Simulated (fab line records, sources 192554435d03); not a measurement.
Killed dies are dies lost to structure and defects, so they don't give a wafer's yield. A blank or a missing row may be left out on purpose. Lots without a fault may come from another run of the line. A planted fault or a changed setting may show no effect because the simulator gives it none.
Chamber matching | flow n5_finfet | N5_DUMMY_GATE_ETCH_37 on rie_diel-04: 4 sister chambers
The step etches SOC in N2/H2, target depth 60 nm, overetch 30 nm. 14 wafers are shown with their chamber, then 7 later ones without.

WAFERS WITH THEIR CHAMBER
wafer  | chamber | throttle_valve_pct (%) | showerhead_plenum_p_Torr (Torr) | oes_product_au (a.u.)
L082.1 | 0       | 17.42                  | 2.60                            | 0.71
L082.5 | 0       | 17.40                  | 2.60                            | 0.71
L082.6 | 3       | 18.09                  | 2.65                            | 0.61
L089.1 | 3       | 18.14                  | 2.64                            | 0.60
L089.3 | 0       | 17.44                  | 2.60                            | 0.70
L089.5 | 3       | 18.14                  | 2.64                            | 0.60
L090.2 | 1       | 17.63                  | 2.65                            | 0.61
L090.4 | 2       | 18.19                  | 2.63                            | 0.54
L090.6 | 2       | 18.19                  | 2.63                            | 0.55
L091.1 | 1       | 17.64                  | 2.65                            | 0.60
L091.5 | 1       | 17.65                  | 2.65                            | 0.61
L091.6 | 0       | 17.44                  | 2.60                            | 0.69
L092.4 | 0       | 17.45                  | 2.60                            | 0.68
L092.5 | 3       | 18.14                  | 2.64                            | 0.59

SIGNATURES (means of the wafers above)
reading                  | chamber 0 | chamber 1 | chamber 2 | chamber 3 | scatter within a chamber
throttle_valve_pct       | 17.4300   | 17.6400   | 18.1900   | 18.1275   | 0.0192
showerhead_plenum_p_Torr | 2.6000    | 2.6500    | 2.6300    | 2.6425    | 0.00274
oes_product_au           | 0.6980    | 0.6067    | 0.5450    | 0.6000    | 0.00998
Rule: a wafer's distance from a chamber is the root of the sum, over the readings, of the square of ((its reading less the chamber's mean) divided by the reading's scatter). The wafer belongs to the nearest chamber; if the next one is less than 2 further off, it can't be placed. The scatter: the root of (the sum of the squares of (reading less its chamber's mean) over the shown wafers, divided by (wafers less chambers)).

WAFERS WITHOUT THEIR CHAMBER
wafer  | throttle_valve_pct (%) | showerhead_plenum_p_Torr (Torr) | oes_product_au (a.u.)
L092.6 | 17.44                  | 2.60                            | 0.69
L093.2 | 17.46                  | 2.59                            | 0.68
L093.4 | 18.14                  | 2.64                            | 0.59
L093.5 | 17.46                  | 2.59                            | 0.69
L097.4 | 17.66                  | 2.64                            | 0.60
L097.5 | 17.67                  | 2.64                            | 0.60
L097.6 | 17.47                  | 2.59                            | 0.67

WHICH CHAMBER EACH WENT THROUGH
wafer  | from the rows above | in truth
L092.6 | 0                   | 0
L093.2 | 0                   | 0
L093.4 | 3                   | 3
L093.5 | 0                   | 0
L097.4 | 1                   | 1
L097.5 | 1                   | 1
L097.6 | 0                   | 0
Placed correctly: 7 of 7. Can't be placed from these rows: 0. Placed wrongly: 0.
